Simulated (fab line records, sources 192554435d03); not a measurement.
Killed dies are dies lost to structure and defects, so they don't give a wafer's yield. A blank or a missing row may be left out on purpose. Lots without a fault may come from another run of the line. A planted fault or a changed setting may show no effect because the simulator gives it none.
Problem report in the 8D (eight disciplines) form, filled by code | flow n5_finfet | the parts of the form that need people (team, actions taken, sign-off) are left out

1. THE PROBLEM
exposure_dose_mJ_cm2 at N5_BEOL_M15_EXPOSE_07 reads a mean of 40.58 on 12 wafers of 4 lots; wafers without a fault read 41.22 with a standard deviation of 0.041. That is -16 standard deviations from the usual mean.
The step: exposes mask V14.
First seen on wafer L126.3, day 13 12:41, on krf_scanner-02. The record holds 33 wafers of 11 lots with a number at this step. Rule for "out", or "out of limits": more than 4 standard deviations from the usual mean. The other wafers with a number count as sound.

2. WHAT IT IS AND WHAT IT IS NOT
question                    | is                     | is not
which readings at this step | exposure_dose_mJ_cm2   | -
which lots                  | L126, L127, L128, L129 | L117, L120, L123, L132, L134, L135, L136
which wafers of those lots  | all that have a number | -
read on which tools         | krf_scanner-02         | krf_scanner-01
when                        | from day 13 12:41      | up to then (9 sound wafers); but 12 sound wafers of L132, L134, L135, L136 came after

3. SUSPECTS, AND WHAT RULES EACH OUT
Counting: a tool at a process step up to the reading stays a suspect if it ran every lot that is out and no sound lot after the first of them.
- krf_scanner-02 at N5_BEOL_M15_EXPOSE_07 (exposes mask V14): kept. It ran every lot that is out, first L126 (day 13 12:41), and no sound lot after that; its last sound lot up to then is L123 (day 12 07:03). Its own readings are out on those wafers: exposure_dose_mJ_cm2.
Left after counting: krf_scanner-02 at N5_BEOL_M15_EXPOSE_07.

4. THE CAUSE (what the simulator had put in)
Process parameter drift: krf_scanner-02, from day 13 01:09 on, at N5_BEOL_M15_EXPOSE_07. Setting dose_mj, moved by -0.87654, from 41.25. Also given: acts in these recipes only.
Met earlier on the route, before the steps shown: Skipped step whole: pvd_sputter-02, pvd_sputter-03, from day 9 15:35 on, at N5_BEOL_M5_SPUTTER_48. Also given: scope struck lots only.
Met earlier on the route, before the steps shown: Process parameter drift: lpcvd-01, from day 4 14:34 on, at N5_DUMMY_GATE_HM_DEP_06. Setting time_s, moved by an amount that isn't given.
Counting left only this tool.

5. THE CHAIN OF EFFECTS, in route order
Each row: a reading whose mean over the struck wafers that have a number lies more than 3 standard deviations from the usual. Only readings for which the record gives a usual standard deviation are gone through. hours: the time from each lot's start at the first step in this table that gives one to its start at this step, as a median over the lots. sigmas: the change in usual standard deviations.
hours | step                    | reading              | usual | on struck wafers | change | sigmas
0     | N5_BEOL_M15_EXPOSE_07   | exposure_dose_mJ_cm2 | 41.22 | 40.58            | -0.64  | -16
23    | N5_PASSIVATION_PROBE_49 | killed_at_M4_up      | 13    | 34               | +21    | +3.9
The process steps in it:
- N5_BEOL_M15_EXPOSE_07: exposes mask V14.
- N5_PASSIVATION_PROBE_49

6. WHAT WOULD HAVE CAUGHT IT SOONER
In this record the first reading out of limits was taken at day 13 12:41, 12 hours after the fault began at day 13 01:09.
